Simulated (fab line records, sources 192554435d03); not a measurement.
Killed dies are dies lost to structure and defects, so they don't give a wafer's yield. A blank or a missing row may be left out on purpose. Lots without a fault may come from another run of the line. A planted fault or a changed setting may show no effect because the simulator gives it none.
Problem report in the 8D (eight disciplines) form, filled by code | flow n5_finfet | the parts of the form that need people (team, actions taken, sign-off) are left out

1. THE PROBLEM
IOFF_N_LONG at N5_BEOL_M4_RC_MEAS_101 reads a mean of 9.00e-05 nA/um on 2 wafers of 2 lots; wafers without a fault read 5.47e-05 nA/um with a standard deviation of 1.9e-06. That is +19 standard deviations from the usual mean.
First seen on wafer L287.6, day 12 10:06, on prober-02. The record holds 25 wafers of 9 lots with a number at this step. Rule for "out", or "out of limits": more than 4 standard deviations from the usual mean. The other wafers with a number count as sound.

2. WHAT IT IS AND WHAT IT IS NOT
question                    | is                                     | is not
which readings at this step | IOFF_N_LONG, VT_N, VT_N_LONG, VT_N_LVT | DIBL_N, DIBL_P, IOFF_P, ION_P, SS_N, SS_P, VT_P
which lots                  | L286, L287                             | L271, L274, L275, L277, L288, L289, L290
which wafers of those lots  | L286.5, L287.6                         | L286.3, L286.4, L287.3, L287.4
read on which gauges        | prober-01, prober-02                   | -
when                        | from day 12 10:06                      | up to then (14 sound wafers); but 9 sound wafers of L286, L288, L289, L290 came after

3. SUSPECTS, AND WHAT RULES EACH OUT
Counting: a tool at a process step up to the reading stays a suspect if it ran every lot that is out. Sound lots after the first of them don't rule it out here, since some wafers of a struck lot are sound.
- the gauge at N5_BEOL_M4_RC_MEAS_101: ruled out. The wafers that are out were read on 2 gauges (prober-01, prober-02).
- ald_metal-03 at N5_HKMG_FIN_NWFM_ALD_20 (deposits TiAlC, target thk 2 nm, pulse time 3 s, purge time 2 s): kept. It ran every lot that is out, first L286 (day 7 21:46); its last sound lot up to then is L275 (day 5 04:49).
- plasma_asher-01 at N5_HKMG_FIN_STRIP_69 (strips in N2/H2, time 360 s): kept. It ran every lot that is out, first L286 (day 7 22:48); its last sound lot up to then is L274 (day 5 01:29).
Left after counting: ald_metal-03 at N5_HKMG_FIN_NWFM_ALD_20, plasma_asher-01 at N5_HKMG_FIN_STRIP_69.

4. THE CAUSE (what the simulator had put in)
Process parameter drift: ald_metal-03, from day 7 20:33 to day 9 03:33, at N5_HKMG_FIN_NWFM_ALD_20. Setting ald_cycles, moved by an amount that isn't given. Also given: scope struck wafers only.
Counting left 2 suspects, and this tool is among them.

5. THE CHAIN OF EFFECTS, in route order
Each row: a reading whose mean over the struck wafers that have a number lies more than 3 standard deviations from the usual. Only readings for which the record gives a usual standard deviation are gone through. hours: the time from each lot's start at the first step in this table that gives one to its start at this step, as a median over the lots. sigmas: the change in usual standard deviations.
hours | step                   | reading     | usual          | on struck wafers | change    | sigmas
0     | N5_BEOL_M4_RC_MEAS_101 | IOFF_N_LIN  | 0.078 nA/um    | 0.146            | +0.068    | +4.0
0     | N5_BEOL_M4_RC_MEAS_101 | IOFF_N_LONG | 5.47e-05 nA/um | 9.00e-05         | +3.53e-05 | +19
0     | N5_BEOL_M4_RC_MEAS_101 | VT_N        | 250 mV         | 232              | -18       | -4.7
0     | N5_BEOL_M4_RC_MEAS_101 | VT_N_LONG   | 275.4 mV       | 255.8            | -19.5     | -11
0     | N5_BEOL_M4_RC_MEAS_101 | VT_N_LVT    | 98 mV          | 80               | -18       | -4.9

6. WHAT WOULD HAVE CAUGHT IT SOONER
In this record the first reading out of limits at a measuring or inspecting step was taken at day 12 10:06, 110 hours after the fault began at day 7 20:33.
Of the tool readings at N5_HKMG_FIN_NWFM_ALD_20 for which the record gives a usual standard deviation, none was out on any struck wafer, so an alarm limit of 4 standard deviations on them would not have fired.
All the lots that are out (2) had begun N5_HKMG_FIN_NWFM_ALD_20 on ald_metal-03 by day 12 10:06. A hold on the tool at that time would have spared none of them.
